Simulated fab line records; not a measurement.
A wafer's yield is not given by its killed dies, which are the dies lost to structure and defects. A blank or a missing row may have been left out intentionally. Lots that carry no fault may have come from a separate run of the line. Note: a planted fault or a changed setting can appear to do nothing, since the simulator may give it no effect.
Split-lot experiment | flow n5 finfet | 7 lots, 21 wafers read, on a route of 1938 steps

## THE SPLIT ITSELF
At N5_FIN_SAQP_ALD_61 (deposits SiO2, target thk 4 nm, pulse time 1 s, purge time 2 s), the setting temp c was moved away from the recipe's 300 C on 5 of the 21 wafers read, by -4.0% to +3.5%. The other wafers ran this setting at the recipe's value.

Reading taken at the split's own step.

## THE READING
SiO2_of_FIN_SAQP_ALD_61.thk nm (the simulator's own value, which no gauge read), in nm, at N5_FIN_SAQP_ALD_61 (deposits SiO2, target thk 4 nm, pulse time 1 s, purge time 2 s). The file gives no usual value for it. The 16 wafers here that ran the recipe average 4.011 nm, standard deviation 0.017 nm.

wafer  | tool, chamber at the split | temp c as run, C | against the recipe | SiO2_of_FIN_SAQP_ALD_61.thk nm, nm | against lot-mates on the recipe
L074.1 | ald sin-02, 3              | 300              | recipe             | 4.003                              | -
L074.2 | ald sin-02, 0              | 300              | recipe             | 3.997                              | -
L074.5 | ald sin-02, 1              | 310.6            | +3.5%              | 3.932                              | -0.068
L075.1 | ald sin-03, 1              | 300              | recipe             | 4.021                              | -
L075.2 | ald sin-03, 0              | 300              | recipe             | 4.015                              | -
L075.3 | ald sin-03, 3              | 304.3            | +1.4%              | 3.989                              | -0.029
L078.1 | ald sin-03, 0              | 300              | recipe             | 4.022                              | -
L078.4 | ald sin-03, 2              | 300              | recipe             | 4.044                              | -
L078.5 | ald sin-03, 1              | 300              | recipe             | 4                                  | -
L083.3 | ald sin-02, 1              | 300              | recipe             | 3.976                              | -
L083.5 | ald sin-02, 3              | 300              | recipe             | 4.021                              | -
L083.6 | ald sin-02, 0              | 300              | recipe             | 4.009                              | -
L094.1 | ald sin-02, 0              | 300              | recipe             | 4.028                              | -
L094.2 | ald sin-02, 2              | 300              | recipe             | 4.034                              | -
L094.3 | ald sin-02, 1              | 300              | recipe             | 4.004                              | -
L096.2 | ald sin-04, 1              | 300              | recipe             | 4.003                              | -
L096.3 | ald sin-04, 0              | 300              | recipe             | 3.987                              | -
L096.4 | ald sin-04, 2              | 287.9            | -4.0%              | 4.169                              | +0.174
L097.3 | ald sin-03, 2              | 300              | recipe             | 4.007                              | -
L097.4 | ald sin-03, 0              | 289.7            | -3.4%              | 4.153                              | +0.146
L097.5 | ald sin-03, 2              | 289.7            | -3.4%              | 4.177                              | +0.170

FIT RESULTS
A straight line over all 21 wafers: SiO2_of_FIN_SAQP_ALD_61.thk nm changes by -0.0361 nm for each +1% of temp c; r = -0.94; the points scatter about the line by 0.022 nm.
The same after taking each lot's own level away (the mean of its wafers on the recipe; 21 wafers): -0.0371 nm for each +1%; r = -0.95; scatter 0.021 nm.
That fit puts the effect of the largest move of temp c on the reading at 0.15 nm.
The span of the lots' own levels, 3.9950 to 4.0220 nm, comes to 1.6 times the standard deviation stated above.
Consequently the slope shifts little with the lot-to-lot level, the two slopes agreeing.
Check: +0.151 nm against its lot-mates is what the line predicts for one of the wafers moved furthest among these (-4.0%) when that wafer is left out of the fit. Against them it came out at +0.174 nm.

## THE OTHER SPLITS THESE WAFERS WENT THROUGH
These wafers also went through other splits before the reading. Each is held against what the fit with the lots' levels taken away leaves over:
other split on the same wafers  | wafers away from the commonest value | r with SiO2_of_FIN_SAQP_ALD_61.thk nm (lot level and that fit taken away)
N5_ZERO_LAYER_EXPOSE_08 dose mj | 4                                    | -0.14
N5_ZERO_LAYER_PEB_09 peb time s | as run: not given for these wafers   | -
N5_WELL_APT_EXPOSE_05 dose mj   | 6                                    | -0.24
N5_WELL_APT_COAT_19 spin rpm    | 10                                   | -0.13

## FILE'S OWN FIT
SiO2_of_FIN_SAQP_ALD_61.thk nm changes by -0.0358 nm for each +1% of temp c, r = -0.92.
